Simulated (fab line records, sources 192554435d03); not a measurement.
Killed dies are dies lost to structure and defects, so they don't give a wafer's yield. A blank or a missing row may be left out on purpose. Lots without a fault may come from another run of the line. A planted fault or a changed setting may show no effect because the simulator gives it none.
fab line records | flow n5_finfet
record lots=4 wafers=11 last_day=17
route steps=1938 shown BEOL_M4@1099 BEOL_M5@1112 BEOL_M15@1809 PASSIVATION@1936
lots that met no fault: from a run of the same line without faults
start_h: hours from the record's first day to the start of the lot's first wafer shown | wait_h: hours since the lot's step before | " the same as in the row above | L1.1+2: a row that stands for several wafers | - no value, or no start given | * or withheld: withheld | < > ~ a bound
route shown NAME@n: a module of which the file shows steps, and the number in the route of the first | usual: mean/standard deviation of fault-free wafers | same: alike in all rows | chamber/n: place in a boat | sites: the reading at each site | _std_site: their standard deviation | _edge_site: outer sites' mean less inner sites' | radius_mm: how far each site lies from the wafer's centre | mask NAME#n: copy n | behind: the tool/chamber that last shaped the wafer | hold: why the lot was held/for how many hours/how that ended | device: the transistor (n, p or np) that didn't switch | end of line: the same wafers' tests at the end of the route | a step without rows: its recipe alone | killed: dies lost to structure and defects at the first sort, not the wafer's yield | map: a wafer's dies, x killed, . not, _ none there
set.NAME: the setting as run; set.NAME@STEP: as run at that earlier step | model.NAME: the simulator's own value behind a step, which no gauge read
lots at some steps of the route; a table a step, a row a wafer
services: from which hour (start_h, from the record's first day; less than 0 if before it) a tool's chamber was out of use, for how many hours, and why
## steps
# step N5_BEOL_M4_ANNEAL_95
# recipe temp_c=400 time_s=240 ambient=vacuum
# step N5_BEOL_M4_SPUTTER_96
# recipe material=Cu target_thk_a=45 temp_c=-20 chamber_pressure_pa=0.07 power_w=withheld time_s=8.29
# step N5_BEOL_M4_ECD_50
# recipe material=Cu target_thk_a=3000
# step N5_BEOL_M4_ANNEAL_51
# recipe temp_c=225 time_s=90 ambient=N2
# step N5_BEOL_M4_CMP_52
# recipe stop_on=SiOC t_overpolish_s=6.8 down_force_psi=1 platen_rpm=50 clearing_platen_down_force_psi=1.5 clearing_platen_rpm=50 post_cmp_clean=cu_alkaline target_thk_nm=40 clearing_platen_pad_velocity_m_s=0.99484 pad_velocity_m_s=0.99484
# step N5_BEOL_M4_PRE_CLEAN_60
# recipe gas=NH3/H2 time_s=15 temp_c=* rf_power_w=300
# step N5_BEOL_M4_CO_CAP_55
# recipe material=Co target_thk_a=20 temp_c=200 precursor=CCTBA/H2 pressure_torr=30 time_s=102.1
# step N5_BEOL_M4_PRE_CLEAN_56
# recipe gas=NH3 time_s=15 temp_c=withheld rf_power_w=300
# step N5_BEOL_M4_DEP_57
# recipe material=SiCN target_thk_a=80 temp_c=withheld precursor=3MS/NH3 pressure_torr=3 rf_w=202 time_s=14
# step N5_BEOL_M4_RC_MEAS_101
# usual DIBL_N=36.8/1.5 DIBL_P=37.1/2.1 IOFF_N=0.168/0.03 IOFF_P=0.22/0.034 ION_N=679/12 ION_P=466/8 SS_N=71.7/0.58 SS_P=73.5/0.67 VT_N=248.8/2.7 VT_P=-250/3.3
# columns lot.wafer tool chamber start_h wait_h DIBL_N[mV/V] DIBL_P[mV/V] IOFF_N[nA/um] IOFF_P[nA/um] ION_N[uA/um] ION_P[uA/um] SS_N[mV/dec] SS_P[mV/dec] VT_N[mV] VT_P[mV]
L242.2 prober-02 0 207.43 0.2 38.0 37.7 0.178 0.25 686 479 71.1 74.2 246.7 -245
L242.3 " 0 " " 37.3 36.0 0.170 0.22 692 480 71.5 72.9 248.6 -249
L242.4 " 0 " " 37.8 36.7 0.154 0.22 683 466 71.7 73.6 250.6 -246
L246.4 prober-01 0 237.70 0.5 34.9 34.6 0.138 0.19 665 457 70.9 73.4 250.2 -254
L246.5 " 0 " " 35.7 34.3 0.158 0.18 678 457 71.0 73.2 247.7 -254
L250.2 prober-02 0 248.67 0.2 37.2 38.2 0.199 0.22 688 458 72.1 73.5 244.9 -253
L250.5 " 0 " " 35.6 37.3 0.161 0.20 670 466 72.2 72.8 248.6 -251
L250.6 " 0 " " 38.1 39.1 0.201 0.22 689 468 73.6 73.5 247.7 -250
L258.1 prober-01 0 314.51 0.0 36.6 37.8 0.161 0.24 677 472 71.6 73.3 247.9 -245
L258.3 " 0 " " 37.6 37.9 0.165 0.24 670 466 71.9 74.0 251.3 -247
L258.6 " 0 " " 36.5 36.5 0.147 0.22 673 466 71.4 73.2 250.9 -251
# step N5_BEOL_M5_ILD_DEP_00
# recipe material=SiCOH_lowk target_thk_a=1406.4 temp_c=300 precursor=DEMS/porogen pressure_torr=5 rf_w=500 time_s=25.9
# step N5_BEOL_M5_CURE_79
# recipe temp_c=385 time_s=240 ambient=He/Ar material=SiCOH_lowk
# step N5_BEOL_M5_PECVD_70
# recipe material=SiO2 target_thk_a=160 temp_c=400 precursor=TEOS/O2 pressure_torr=5.5 rf_w=450 teos_flow_sccm=53.8 gas=O2 flow_sccm=3000 time_s=18
# step N5_BEOL_M5_HM_DEP_02
# recipe material=TiN target_thk_a=200 temp_c=25 chamber_pressure_pa=0.49996
# step N5_BEOL_M5_COAT_59
# recipe resist=SOC temp_c=250 time_s=60 spin_rpm=1500 resist_thk_nm=60
# step N5_BEOL_M5_COAT_60
# recipe resist=SiARC temp_c=220 time_s=60 spin_rpm=1500 resist_thk_nm=12
# step N5_BEOL_M5_COAT_71
# recipe resist=underlayer temp_c=205 time_s=60 spin_rpm=1500 resist_thk_nm=5
# step N5_BEOL_M5_COAT_05
# recipe resist=CAR-EUV spin_rpm=1500 resist_thk_nm=30
# step N5_BEOL_M5_EBR_07
# recipe solvent=PGMEA ebr_width_mm=1.5
# step N5_BEOL_M5_SOFTBAKE_06
# recipe temp_c=110 time_s=60 resist=CAR-EUV
# step N5_BEOL_M5_EXPOSE_08
# recipe mask_id=M5 na=0.33 source_shape=annular sigma_inner=0.4 sigma_outer=0.8 polarization=unpolarized target_cd_nm=28 dose_mj=35.75
# step N5_BEOL_M5_PEB_09
# recipe peb_temp_c=100 peb_time_s=60 resist=CAR-EUV
# step N5_BEOL_M5_DEVELOP_10
# recipe develop_time_s=30 developer=TMAH resist=CAR-EUV rinse_liquid=surfactant_rinse dry=air_spin dev_temp_c=23
# step N5_BEOL_M5_DESCUM_16
# recipe chemistry=O2 time_s=7 source_power_w=50 bias_power_w=20 pressure_mtorr=20 rf_frequency_hz=2.712e+07 temp_c=40 resist=CAR-EUV o2_flow_sccm=225
# step N5_BEOL_M5_ETCH_72
# recipe chemistry=N2/H2 target=underlayer target_depth_a=65 mask_material=CAR-EUV time_s=5.2 ion_energy_ev=200 pressure_mtorr=30 source_w=840 bias_w=150 n2_flow_sccm=200 h2_flow_sccm=200 ends=cleared
# step N5_BEOL_M5_ETCH_61
# recipe chemistry=CF4 target=SiARC target_depth_a=156 mask_material=CAR-EUV time_s=26 ion_energy_ev=80 pressure_mtorr=40 source_w=545 bias_w=36 Ar_flow_sccm=100 cf4_flow_sccm=100 ends=cleared
# step N5_BEOL_M5_ETCH_62
# recipe chemistry=N2/H2 target=SOC target_depth_a=750 overetch_a=150 mask_material=SiARC temp_c=40 time_s=112.5 ion_energy_ev=200 pressure_mtorr=30 source_w=840 bias_w=150 n2_flow_sccm=200 h2_flow_sccm=200
# step N5_BEOL_M5_STRIP_63
# recipe chemistry=N2/H2 temp_c=40 n2_flow_sccm=200 h2_flow_sccm=200 rf_frequency_hz=6e+07
# step N5_BEOL_M5_STRIP_73
# recipe chemistry=N2/H2 temp_c=40 n2_flow_sccm=200 h2_flow_sccm=200 rf_frequency_hz=6e+07
# step N5_BEOL_M5_STRIP_64
# recipe chemistry=CF4 resist=SiARC power_w=300 bias_power_w=75 pressure_mtorr=50 cf4_flow_sccm=150 rf_frequency_hz=6e+07
# step N5_BEOL_M5_HM_OPEN_17
# recipe chemistry=Cl2/BCl3 target_depth_a=200 overetch_a=60 target=TiN mask_material=SOC ion_energy_ev=150 pressure_mtorr=10 icp_w=1000 bias_w=126 Cl2_flow_sccm=53.25 bcl3_flow_sccm=21.75 Ar_flow_sccm=25
# step N5_BEOL_M5_STRIP_19
# recipe chemistry=O2 power_w=400 temp_c=40 pressure_mtorr=30 rf_frequency_hz=6e+07 bias_power_w=0 overash_fraction=0.2 o2_flow_sccm=225
# step N5_BEOL_M5_COAT_65
# recipe resist=SOC temp_c=250 time_s=60 spin_rpm=1500 resist_thk_nm=60
# step N5_BEOL_M5_COAT_66
# recipe resist=SiARC temp_c=220 time_s=60 spin_rpm=1500 resist_thk_nm=12
# step N5_BEOL_M15_TRENCH_ETCH_34
# recipe chemistry=C4F8/O2/Ar target=SiO2 target_depth_a=8729.3 he_inner_torr=15 he_outer_torr=30 time_s=199 ion_energy_ev=800 pressure_mtorr=20 source_w=1905 bias_w=2040 Ar_flow_sccm=400 C4F8_flow_sccm=16 O2_flow_sccm=12
# usual chamber_pressure_mTorr=20.000/0.02 drypump_motor_current_A=5.86/0.26 he_outer_torr=30.01/0.057 oes_product_au=0.78/0.08 rf_vpp_V=2213/35 showerhead_plenum_p_Torr=3.44/0.14 throttle_valve_pct=31.03/0.22
# columns lot.wafer tool chamber start_h wait_h chamber_pressure_mTorr drypump_motor_current_A he_outer_torr oes_product_au rf_hours_counter_h rf_vpp_V showerhead_plenum_p_Torr throttle_valve_pct model.etch.depth_nm model.coat_of_BEOL_M15_COAT_22.thk_nm
L242.2 rie_diel-04 0 282.53 0.0 20.041 5.49 30.01 0.71 212 2203 3.29 31.20 866.3 544.2
L242.3 " 3 " " 20.012 6.23 29.96 0.72 208 2210 3.42 31.31 863.9 542.4
L242.4 " 1 " " 20.006 6.01 30.04 0.81 108 2190 3.34 30.74 880.6 544.2
L246.4 rie_diel-04 0 317.31 0.0 20.038 5.50 29.99 0.71 221 2203 3.28 31.19 878.6 546.4
L246.5 " 3 " " 19.975 6.22 30.03 0.54 - 2210 3.41 31.05 545.2 610.6
L250.2 rie_diel-04 2 336.59 0.0 20.015 5.61 30.07 0.82 45 2201 3.65 30.87 853.4 548.6
L250.5 " 1 " " 19.982 6.01 29.99 0.62 - 2191 3.33 30.47 547.5 609.8
L250.6 " 2 " " 19.988 5.61 30.06 0.83 - 2200 3.65 30.86 857.1 548
L258.1 rie_diel-03 3 387.99 0.0 20.001 5.79 29.96 0.86 58 2274 3.64 30.77 884.4 537.4
L258.3 " 2 " " 19.995 5.72 30.15 0.70 216 2273 3.51 30.89 856.9 545.6
L258.6 " 1 " " 19.959 5.59 30.06 0.70 - 2191 3.28 31.09 867.8 541.6
# step N5_BEOL_M15_CMP_49
# recipe stop_on=SiO2 t_overpolish_s=4.9 down_force_psi=2 platen_rpm=80 clearing_platen_down_force_psi=2 clearing_platen_rpm=80 post_cmp_clean=cu_alkaline target_thk_nm=850 clearing_platen_pad_velocity_m_s=1.5917 pad_velocity_m_s=1.5917
# usual clearing_platen_down_force_psi=2.000/0.0038 motor_current_A=8.4/0.84 pad_life_wafers=898/630 slurry_filter_dp_kPa=13.50/0.14
# columns lot.wafer tool chamber start_h wait_h clearing_platen_down_force_psi motor_current_A pad_life_wafers slurry_filter_dp_kPa model.Cu_of_BEOL_M15_ECD_47.thk_nm
L242.4 cmp-02 1 285.98 0.1 2.003 8.9 1338 13.52 859.6
L242.2 " 3 " " 2.000 7.4 1340 13.66 844.6
L242.3 " 0 " " 1.998 9.0 1341 13.38 841.2
L246.4 cmp-04 3 321.21 0.1 2.001 8.0 990 13.53 855.8
L246.5 " 3 " " 2.003 7.2 - 13.35 521.2
L250.2 cmp-04 1 340.00 0.2 1.997 7.5 1117 13.61 831.6
L250.6 " 0 " " 2.002 7.5 - 13.37 833.6
L250.5 " 1 " " 1.999 7.8 - 13.56 524.4
L258.3 cmp-02 2 393.35 0.2 1.998 10.3 6 13.47 836.4
L258.1 " 1 " " 2.001 8.8 9 13.57 862.8
L258.6 " 3 " " 2.002 7.5 - 13.58 845.6
# step N5_BEOL_M15_THK_MEAS_50
# recipe thk_meas_gauge=xrf reads=Cu_of_BEOL_M15_ECD_47
# usual M15_THK=836/10
# columns lot.wafer tool chamber start_h wait_h M15_THK[nm]
L242.2 film_metro-01 - 286.27 - 837
L242.3 " - " " 834
L242.4 " - " " 850
L246.4 film_metro-02 - 321.51 - 845
L246.5 " - " " 515
L250.2 film_metro-02 - 340.26 - 808
L250.5 " - " " 512
L250.6 " - " " 814
L258.1 film_metro-01 - 393.65 - 848
L258.3 " - " " 816
L258.6 " - " " 826
# step N5_BEOL_M15_RS_MEAS_54
# recipe thk_meas_gauge=four-point-probe reads=Cu_of_BEOL_M15_ECD_47+Ta_of_BEOL_M15_SPUTTER_44+TaN_of_BEOL_M15_SPUTTER_43
# usual M15_RS=0.02161/0.00025
# columns lot.wafer tool chamber start_h wait_h M15_RS[ohm/sq]
L242.2 film_metro-02 - 286.43 0.1 0.02172
L242.3 " - " " 0.02173
L242.4 " - " " 0.0213
L246.4 film_metro-01 - 321.63 0.0 0.02139
L246.5 " - " " 0.03545
L250.2 film_metro-01 - 340.39 0.1 0.02206
L250.5 " - " " 0.0353
L250.6 " - " " 0.02201
L258.1 film_metro-01 - 393.78 0.0 0.02121
L258.3 " - " " 0.0219
L258.6 " - " " 0.02165
# step N5_PASSIVATION_PROBE_49
# usual defect_limited_yield=91.0/1.5 killed_at_M0_to_M3=34/11 killed_at_M4_up=14/5.3 killed_at_contacts=13/7 killed_at_front_end=41/13 killed_at_other=4/3.1 killed_dies=106/17 killed_on_rim=14/3.9 killed_open=70/12 killed_short=35/8 sort_bin_5_function=5.2/0.98 sort_bin_6_memory=3.4/0.69 sort_bin_8_speed=0.00/0.007 sort_n_pass=1074/17
# same gross_dies=1180 killed_at_back_side=0 sort_bin_4_leakage[%]=0
# columns lot.wafer tool chamber start_h wait_h defect_limited_yield[%] killed_at_M0_to_M3 killed_at_M4_up killed_at_contacts killed_at_front_end killed_at_other killed_dies killed_on_rim killed_open killed_short sort_bin_5_function[%] sort_bin_6_memory[%] sort_bin_8_speed[%] sort_n_pass
L242.2 prober-02 - 301.99 0.1 90.3 36 23 16 33 6 114 12 80 34 5.5 3.7 0 1066
L242.3 prober-02 - 302.04 0.1 91.7 33 15 10 37 3 98 15 60 38 5.0 3.1 0 1082
L242.4 prober-02 - 302.09 0.2 90.7 32 18 21 35 4 110 13 71 39 5.3 3.6 0 1070
L246.4 prober-02 - 339.74 0.2 90.6 19 10 10 62 10 111 10 77 33 5.9 3.3 0 1069
L246.5 prober-02 - 339.79 0.2 90.4 26 16 15 53 3 113 21 63 37 5.4 2.5 0.93 1067
L250.2 prober-01 - 353.11 0.1 92.8 23 20 11 26 5 85 11 61 22 4.0 3.1 0 1095
L250.5 prober-01 - 353.26 0.2 90.8 28 33 10 36 1 108 11 74 26 4.4 4.1 0.51 1072
L250.6 prober-01 - 353.31 0.3 93.2 26 16 6 32 0 80 11 57 22 4.9 1.6 0 1100
L258.1 prober-02 - 409.81 0.0 93.4 22 9 11 34 2 78 10 56 22 4.2 2.2 0 1102
L258.3 prober-02 - 409.91 0.1 90.8 52 12 4 39 1 108 18 72 35 5.0 3.8 0 1072
L258.6 prober-02 - 410.06 0.3 91.6 29 17 10 42 1 99 4 69 30 4.2 4.0 0 1081
# killed by level:class
L242.2 STI_FIN_REVEAL:geometric_particle:open=12 MOL_CONTACT_COAG:geometric_particle:open=12 BEOL_M3:geometric_particle:open=7 BEOL_M4:geometric_particle:open=7 BEOL_M4:geometric_particle:short=7 FIN_SAQP:geometric_particle:open=6 BEOL_M0_SAQP:geometric_particle:short=6 BEOL_M1:geometric_particle:open=6
L242.3 MOL_CONTACT_COAG:geometric_particle:open=9 BEOL_M2:geometric_particle:open=9 STI_FIN_REVEAL:geometric_particle:open=8 BEOL_M0_SAQP:geometric_particle:short=8 FIN_SAQP:geometric_particle:short=7 BEOL_M3:geometric_particle:open=6 GATE_CUT:geometric_particle:short=5 BEOL_M4:geometric_particle:open=5
L242.4 MOL_CONTACT_COAG:geometric_particle:open=18 BEOL_M4:geometric_particle:open=8 FIN_SAQP:geometric_particle:short=7 STI_FIN_REVEAL:geometric_particle:open=7 BEOL_M0_SAQP:geometric_particle:short=7 BEOL_M2:geometric_particle:open=7 FIN_SAQP:geometric_particle:open=5 GATE_CUT:geometric_particle:short=5
L246.4 STI_FIN_REVEAL:geometric_particle:open=22 FIN_SAQP:geometric_particle:short=11 FIN_SAQP:geometric_particle:open=8 MOL_CONTACT_COAG:geometric_particle:open=7 BEOL_M0_SAQP:geometric_particle:short=6 GATE_CUT:geometric_particle:open=5 BEOL_M4:geometric_particle:open=5 MIM_TOP:geometric_particle:short=4
L246.5 STI_FIN_REVEAL:geometric_particle:open=15 FIN_SAQP:geometric_particle:open=12 BEOL_M15:area_ecd=11 MOL_CONTACT_COAG:geometric_particle:open=10 FIN_SAQP:geometric_particle:short=8 BEOL_M0_SAQP:geometric_particle:open=6 MOL_CONTACT_COAG:geometric_particle:short=5 BEOL_M0_SAQP:geometric_particle:short=5
L250.2 BEOL_M4:geometric_particle:open=12 MOL_CONTACT_COAG:geometric_particle:open=10 BEOL_M2:geometric_particle:open=9 STI_FIN_REVEAL:geometric_particle:open=6 DUMMY_GATE:geometric_particle:open=5 BEOL_M1:geometric_particle:open=4 BEOL_M3:geometric_particle:open=3 BEOL_M7:geometric_particle:open=3
L250.5 STI_FIN_REVEAL:geometric_particle:open=15 BEOL_M4:geometric_particle:open=15 MOL_CONTACT_COAG:geometric_particle:open=8 BEOL_M1:geometric_particle:open=7 BEOL_M2:geometric_particle:open=7 BEOL_M0_SAQP:geometric_particle:short=6 BEOL_M15:area_ecd=6 DUMMY_GATE:geometric_particle:open=5
L250.6 BEOL_M2:geometric_particle:open=12 BEOL_M4:geometric_particle:open=8 STI_FIN_REVEAL:geometric_particle:open=7 MOL_CONTACT_COAG:geometric_particle:open=6 BEOL_M1:geometric_particle:open=5 FIN_SAQP:geometric_particle:open=4 BEOL_M4:geometric_particle:short=4 STARTING-WAFER:geometric_particle:open=4
L258.1 STI_FIN_REVEAL:geometric_particle:open=10 MOL_CONTACT_COAG:geometric_particle:open=9 BEOL_M2:geometric_particle:open=8 BEOL_M3:geometric_particle:open=8 FIN_SAQP:geometric_particle:short=7 FIN_SAQP:geometric_particle:open=6 BEOL_M4:geometric_particle:open=5 BEOL_M2:geometric_particle:short=3
L258.3 BEOL_M1:geometric_particle:open=13 BEOL_M3:geometric_particle:open=10 BEOL_M0_SAQP:geometric_particle:open=9 STI_FIN_REVEAL:geometric_particle:open=7 BEOL_M0_SAQP:geometric_particle:short=7 STARTING-WAFER:geometric_particle:open=6 FIN_SAQP:geometric_particle:open=5 FIN_SAQP:geometric_particle:short=4
L258.6 FIN_SAQP:geometric_particle:open=12 BEOL_M0_SAQP:geometric_particle:open=12 BEOL_M4:geometric_particle:open=12 FIN_SAQP:geometric_particle:short=10 MOL_CONTACT_COAG:geometric_particle:open=9 BEOL_M3:geometric_particle:open=6 BEOL_M0_SAQP:geometric_particle:short=5 STI_FIN_REVEAL:geometric_particle:open=4
# map L246.5 (x killed, . not)
_________________x.....x.....________________
______________..x......x........_____________
___________.................x.x..x.__________
__________......x...x.......x...x..x_________
________..x........x.........x.....xx._______
_______.........x............x.......x.______
______.....x...............x.........x.._____
_____...x...xx..............x............____
____....xx......................x.........___
___......x........x......x......xx.........__
___...................xx..x.......x........__
__x.............xx...x...............x......_
__....x.......x........x...................._
_......x.....................................
_...x......x............x.............x.....x
_.......x.x..............x.........x.......x.
_...............x.................x..........
_.........x..x...x........xx...x.............
_.....x..................x...................
_.....xx..................x........xx........
_......x....................................x
__..............x......x...x................_
__.....x......x.....................xx..x..._
___..................x..x..................__
___..................................x.....__
____..............................x.......___
_____...........xx..x..........x.........____
______x..............x.......x.....x...x_____
_______...........x...xx......x.......x______
________........x.....xx........x...x._______
__________.......................x.._________
___________.x........x..........x..__________
______________..............x..._____________
_________________....x....x..________________
# map L250.5 (x killed, . not)
_________________...x........________________
______________...............x.._____________
___________.............x..........__________
__________............xx............_________
________.............................._______
_______.........x............x.........______
______..x............x........x.......x._____
_____...x.....x.................x...xxx..____
____.......x.........x.x..................___
___x..x.......................x.....xx.....__
___....x....x.x..xxx......x...x......xx..x.__
__.............................xx.......x..._
__..................x....x........xx........_
_...x..........................x............x
_.........x..........................x.......
_............................................
_..........x.......x.x.x...x...x.............
_..............................x....x........
_.........................x..................
_..........x...............x.xx........x.....
_...x...x........................x...........
__..xx.....................x....x..........._
__.......................................x.._
___...............x...x....................__
___...x.x......x.........x..xxx.x..x.......__
____....x...................x.......x.....___
_____...x.......................x....x...____
______.......x......x...x.......x.....x._____
_______......x..x....x.............x...______
________x................xxx...x.....x_______
__________.........................._________
___________...x........x.x....x....__________
______________.................._____________
_________________...x.x......________________
## services
# columns tool chamber start_h hours kind
cmp-04 - 269.06 3.8 repair
rie_diel-04 1 276.61 5.4 repair
cmp-02 - 279.47 6.2 repair
rie_diel-04 - 281.45 0.4 repair
rie_diel-04 1 283.72 16.7 repair
cmp-04 - 301.03 0.6 repair
rie_diel-03 1 318.53 5.0 repair
rie_diel-04 0 325.47 51.5 repair
rie_diel-04 - 336.74 2.8 pm
cmp-02 - 387.88 4.0 pm
cmp-02 - 391.88 - consumable_replace:conditioner
cmp-02 - 391.88 - consumable_replace:pad
## key
first_sign step=N5_BEOL_M15_THK_MEAS_50 reading=M15_THK direction=down sigmas=31 usual=836 struck=513
effect step=N5_BEOL_M15_RS_MEAS_54 reading=M15_RS direction=up sigmas=55 usual=0.02161 struck=0.03538
effect step=N5_PASSIVATION_PROBE_49 reading=sort_bin_8_speed direction=up sigmas=8.5 usual=0.00 struck=0.72
model_effect step=N5_BEOL_M15_TRENCH_ETCH_34 value=etch.depth_nm without=872.5 struck=546.3
model_effect step=N5_BEOL_M15_CMP_49 value=Cu_of_BEOL_M15_ECD_47.thk_nm without=849.1 struck=522.8
met_at N5_BEOL_M15_TRENCH_ETCH_34
struck_wafers L246.5,L250.5
onset_between 282.53 317.31
fault kind=process_parameter_drift tool=rie_diel-04 chamber=- onset_h=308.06 steps=N5_BEOL_M15_TRENCH_ETCH_34 channel=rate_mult offset=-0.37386 shape=step end_h=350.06 scope=struck_wafers_only
